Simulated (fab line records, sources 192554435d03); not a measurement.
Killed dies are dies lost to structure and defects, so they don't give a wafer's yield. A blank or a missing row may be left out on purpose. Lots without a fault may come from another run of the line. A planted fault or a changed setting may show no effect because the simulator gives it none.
Chamber matching | flow n5_finfet | N5_BEOL_M1_ETCH_77 on rie_diel-04: 4 sister chambers
The step etches underlayer in N2/H2, target depth 6.5 nm, time 5.2 s. 16 wafers are shown with their chamber, then 8 later ones without.

WAFERS WITH THEIR CHAMBER
wafer  | chamber | showerhead_plenum_p_Torr (Torr) | throttle_valve_pct (%) | etch_rf_on_time_s (s)
L074.4 | 3       | 2.62                            | 18.11                  | 5.31
L074.5 | 2       | 2.50                            | 17.35                  | 4.98
L074.6 | 1       | 2.61                            | 17.94                  | 5.10
L086.3 | 2       | 2.49                            | 17.35                  | 4.96
L086.4 | 1       | 2.60                            | 17.98                  | 5.10
L086.5 | 2       | 2.49                            | 17.35                  | 4.98
L088.2 | 2       | 2.49                            | 17.36                  | 5.07
L088.4 | 1       | 2.60                            | 18.02                  | 5.23
L088.5 | 2       | 2.49                            | 17.38                  | 5.06
L089.2 | 1       | 2.60                            | 18.01                  | 5.12
L089.3 | 2       | 2.49                            | 17.37                  | 5.02
L089.5 | 3       | 2.61                            | 17.69                  | 5.24
L091.1 | 3       | 2.61                            | 17.74                  | 5.24
L091.2 | 2       | 2.49                            | 17.37                  | 5.04
L091.3 | 1       | 2.60                            | 18.02                  | 5.05
L094.1 | 0       | 2.62                            | 17.62                  | 5.23

SIGNATURES (means of the wafers above)
reading                  | chamber 0 | chamber 1 | chamber 2 | chamber 3 | scatter within a chamber
showerhead_plenum_p_Torr | 2.6200    | 2.6020    | 2.4914    | 2.6133    | 0.0044
throttle_valve_pct       | 17.6200   | 17.9940   | 17.3614   | 17.8467   | 0.0961
etch_rf_on_time_s        | 5.2300    | 5.1200    | 5.0157    | 5.2633    | 0.0518
Rule: a wafer's distance from a chamber is the root of the sum, over the readings, of the square of ((its reading less the chamber's mean) divided by the reading's scatter). The wafer belongs to the nearest chamber; if the next one is less than 2 further off, it can't be placed. The scatter: the root of (the sum of the squares of (reading less its chamber's mean) over the shown wafers, divided by (wafers less chambers)).

WAFERS WITHOUT THEIR CHAMBER
wafer  | showerhead_plenum_p_Torr (Torr) | throttle_valve_pct (%) | etch_rf_on_time_s (s)
L094.5 | 2.59                            | 18.03                  | 5.09
L094.6 | 2.62                            | 17.62                  | 5.29
L095.2 | 2.48                            | 17.35                  | 4.99
L095.3 | 2.60                            | 17.73                  | 5.27
L095.4 | 2.60                            | 17.76                  | 5.29
L097.2 | 2.48                            | 17.40                  | 4.99
L097.4 | 2.59                            | 18.03                  | 5.08
L097.5 | 2.48                            | 17.39                  | 5.01

WHICH CHAMBER EACH WENT THROUGH
wafer  | from the rows above          | in truth
L094.5 | 1                            | 1
L094.6 | can't be placed: 0 or 3      | 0
L095.2 | 2                            | 2
L095.3 | can't be placed: 3 or 1 or 0 | 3
L095.4 | can't be placed: 3 or 1 or 0 | 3
L097.2 | 2                            | 2
L097.4 | 1                            | 1
L097.5 | 2                            | 2
Placed correctly: 5 of 8. Can't be placed from these rows: 3 (the true chamber is among the candidates in 3). Placed wrongly: 0.
